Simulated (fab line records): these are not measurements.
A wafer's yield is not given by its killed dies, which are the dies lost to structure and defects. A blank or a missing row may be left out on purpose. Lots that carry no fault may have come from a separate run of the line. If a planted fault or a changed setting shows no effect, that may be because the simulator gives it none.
What tool caused it? || flow nand_harc || 12 lots (36 wafers sampled), 1 step of a 1302-step route

WHAT THE GAUGES READ, wafer by wafer
NHARC_P_STI_CD_MEAS_09: target cd 200 nm.
{"lot": "L075", "measured": "day 3 07:48", "on": "cd_sem-02", "cd_nm (nm)": "197.8 199.4 196.9"}
{"lot": "L077", "measured": "day 4 01:14", "on": "cd_sem-01", "cd_nm (nm)": "200.5 200.5 199.7"}
{"lot": "L079", "measured": "day 4 21:42", "on": "cd_sem-01", "cd_nm (nm)": "198.1 198.8 197.5"}
{"lot": "L081", "measured": "day 5 21:07", "on": "cd_sem-03", "cd_nm (nm)": "201.9 202.2 204.2"}
{"lot": "L083", "measured": "day 6 13:35", "on": "cd_sem-02", "cd_nm (nm)": "196.7 194.5 197.1"}
{"lot": "L085", "measured": "day 7 08:37", "on": "cd_sem-01", "cd_nm (nm)": "198.3 199.5 198.7"}
{"lot": "L087", "measured": "day 8 04:26", "on": "cd_sem-03", "cd_nm (nm)": "201.7 201.0 202.0"}
{"lot": "L089", "measured": "day 9 00:50", "on": "cd_sem-03", "cd_nm (nm)": "197.4 198.0 197.0"}
{"lot": "L091", "measured": "day 9 20:21", "on": "cd_sem-03", "cd_nm (nm)": "199.6 199.6 198.3"}
{"lot": "L093", "measured": "day 10 19:32", "on": "cd_sem-03", "cd_nm (nm)": "203.5 204.4 202.4"}
{"lot": "L095", "measured": "day 11 18:03", "on": "cd_sem-03", "cd_nm (nm)": "198.2 197.7 197.0"}
{"lot": "L097", "measured": "day 12 09:28", "on": "cd_sem-03", "cd_nm (nm)": "198.8 201.1 200.8"}

EACH LOT AND THE TOOL THAT RAN IT (in order: tool; ch and the chambers of the sampled wafers; start)
The record shows no process step preceding these readings.

THE ANSWER, worked out from the rows above alone
Rule: the usual values come from the lots themselves. The widest of any qualifying gaps counts: lots, ordered by their means at a reading, are off when they make up no more than a third of the lots, leave a main group of 4 or more, and stand apart from it by 3 or more times the standard deviation of that group's means. Not used: any main group whose means are identical at the precision the tables above print for the reading. A lot without any number at a reading at which 4 lots or more have one is off too. Where the step has rows for the other lots, those lots are counted as sound.
None of the lots is off at any reading shown; this tells nothing.

WHAT WAS PUT IN BY THE SIMULATOR
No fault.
